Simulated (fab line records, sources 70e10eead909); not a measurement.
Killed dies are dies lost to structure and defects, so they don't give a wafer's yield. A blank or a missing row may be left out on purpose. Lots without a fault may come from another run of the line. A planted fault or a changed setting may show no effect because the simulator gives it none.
Which tool did it? | flow nand_harc | 11 lots, 33 wafers sampled, at 2 steps of a route of 1302

WHAT THE GAUGES READ, wafer by wafer
NHARC_A_CONTACT_INSPECT_71.
lot  | measured     | on                | raw_defect_count
L075 | day 22 17:00 | defect_inspect-02 | 121 109 114
L079 | day 23 09:23 | defect_inspect-01 | 85 94 90
L080 | day 24 00:25 | defect_inspect-02 | 31 28 21
L084 | day 26 07:28 | defect_inspect-01 | 40 35 34
L085 | day 26 11:54 | defect_inspect-02 | 103 90 112
L086 | day 27 07:48 | defect_inspect-02 | 132 100 116
L090 | day 29 01:16 | defect_inspect-02 | 49 40 38
L087 | day 29 12:46 | defect_inspect-02 | 50 65 62
L096 | day 30 11:01 | defect_inspect-01 | 26 23 22
L095 | day 30 20:47 | defect_inspect-01 | 62 68 62
L097 | day 31 09:52 | defect_inspect-02 | 66 78 62

WHICH TOOL RAN EACH LOT (tool, then ch and the chambers of the sampled wafers, then the start)
lot  | NHARC_A_CONTACT_STRIP_55
L075 | rie_diel-12 ch 0,1, day 22 17:00 or earlier
L079 | rie_diel-07 ch 0,1,3, day 23 09:23 or earlier
L080 | rie_diel-04 ch 0,3, day 24 00:25 or earlier
L084 | rie_diel-07 ch 0,2,3, day 26 07:28 or earlier
L085 | rie_diel-12 ch 0,1,3, day 26 11:54 or earlier
L086 | rie_diel-07 ch 0,1,3, day 27 07:48 or earlier
L090 | rie_diel-07 ch 1,2,3, day 29 01:16 or earlier
L087 | rie_diel-04 ch 0,1,3, day 29 12:46 or earlier
L096 | rie_diel-04 ch 0,1,2, day 30 11:01 or earlier
L095 | rie_diel-07 ch 0,2,3, day 30 20:47 or earlier
L097 | rie_diel-12 ch 0,2,3, day 31 09:52 or earlier
- NHARC_A_CONTACT_STRIP_55: strips in O2.

THE ANSWER, worked out from the rows above alone
Rule: what is usual is taken from the lots themselves. Put in order of their means at a reading, lots are off if they are a third of the lots or fewer, leave a main group of 4 or more, and stand apart from it by a gap of 3 or more times the standard deviation of the main group's means; of several such gaps the widest counts. A main group whose means are all the same, to the digits that the tables above print for the reading, isn't used. A lot without any number at a reading at which 4 lots or more have one is off too. The other lots that the step has rows for count as sound.
No lot is off at any reading shown: from this, nothing can be told.

WHAT THE SIMULATOR HAD PUT IN
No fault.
